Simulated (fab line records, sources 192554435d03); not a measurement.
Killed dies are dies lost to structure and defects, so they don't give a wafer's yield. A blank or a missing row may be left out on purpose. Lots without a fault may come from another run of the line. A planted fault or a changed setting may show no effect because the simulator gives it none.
One fault seen from 3 desks | flow n5_finfet | each desk has only its own numbers; what lay behind them comes last

THE TOOL OWNER'S DESK: rie_metal-01
The tool's own readings at N5_BEOL_M1_HM_OPEN_17 (chemistry Cl2/BCl3, target TiN, target depth 20 nm, overetch 6 nm): means of the sampled wafers that have a number, for each lot that ran on this tool. A lot is out of limits, marked OUT, if its mean lies more than 4 standard deviations from the usual mean; the brackets give that distance.
Columns: A = drypump_motor_current_A at N5_BEOL_M1_HM_OPEN_17, usual 5.7 A; B = oes_product_au at N5_BEOL_M1_HM_OPEN_17, usual 0.63 a.u.; C = throttle_valve_pct at N5_BEOL_M1_HM_OPEN_17, usual 22.32 %
lot  | first seen here | A   | B    | C
L875 | day 7 00:19     | 5.5 | 0.62 | 22.25
L890 | day 10 11:56    | 5.4 | 0.64 | 22.30
L894 | day 11 20:41    | 5.4 | 0.63 | 22.32
This desk's finding: nothing out of limits on any of the 3 lots.

THE METROLOGY DESK
What the gauges read, lot by lot, whatever tool the lot ran on: means of the sampled wafers that have a number. A lot is out of limits, marked OUT, if its mean lies more than 4 standard deviations from the usual mean; the brackets give that distance. Of its 12 readings 7 are shown: those that lie furthest out on some lot.
Columns: A = cd_nm at N5_BEOL_M1_CD_MEAS_11, usual 16.91 nm; B = DIBL_N at N5_BEOL_M4_RC_MEAS_101, usual 36.7 mV/V; C = DIBL_P at N5_BEOL_M4_RC_MEAS_101, usual 37.4 mV/V; D = IOFF_N at N5_BEOL_M4_RC_MEAS_101, usual 0.18 nA/um; E = IOFF_P at N5_BEOL_M4_RC_MEAS_101, usual 0.23 nA/um; F = VT_N at N5_BEOL_M4_RC_MEAS_101, usual 249 mV; G = VT_P at N5_BEOL_M4_RC_MEAS_101, usual -250 mV
lot  | first seen here | A     | B    | C    | D    | E    | F   | G
L875 | day 6 23:55     | 16.98 | 34.0 | 34.5 | 0.12 | 0.18 | 254 | -253
L878 | day 7 13:11     | 16.92 | 38.4 | 38.8 | 0.23 | 0.31 | 243 | -244
L889 | day 10 07:14    | 16.86 | 36.1 | 38.6 | 0.17 | 0.24 | 251 | -249
L890 | day 10 11:34    | 16.61 | 34.6 | 34.0 | 0.13 | 0.18 | 252 | -252
L891 | day 10 18:49    | 17.15 | 35.1 | 36.0 | 0.17 | 0.22 | 247 | -248
L894 | day 11 20:19    | 16.85 | 36.1 | 36.2 | 0.14 | 0.18 | 252 | -256
This desk's finding: nothing out of limits on any of the 6 lots.

THE DEFECT DESK
What the inspections along the route counted, lot by lot: means of the sampled wafers that have a number. A lot is out of limits, marked OUT, if its mean lies more than 4 standard deviations from the usual mean; the brackets give that distance.
Columns: A = raw_defect_count at N5_BEOL_M1_INSPECT_13, usual 391
lot  | first seen here | A
L875 | day 7 00:01     | 360
L878 | day 7 13:16     | 345
L889 | day 10 07:20    | 405
L890 | day 10 11:39    | 275
L891 | day 10 18:55    | 579
L894 | day 11 20:25    | 333
This desk's finding: nothing out of limits on any of the 6 lots.

PUT TOGETHER
The tool owner's desk saw nothing out of limits.
The metrology desk saw nothing out of limits.
The defect desk saw nothing out of limits.

WHAT THE SIMULATOR HAD PUT IN
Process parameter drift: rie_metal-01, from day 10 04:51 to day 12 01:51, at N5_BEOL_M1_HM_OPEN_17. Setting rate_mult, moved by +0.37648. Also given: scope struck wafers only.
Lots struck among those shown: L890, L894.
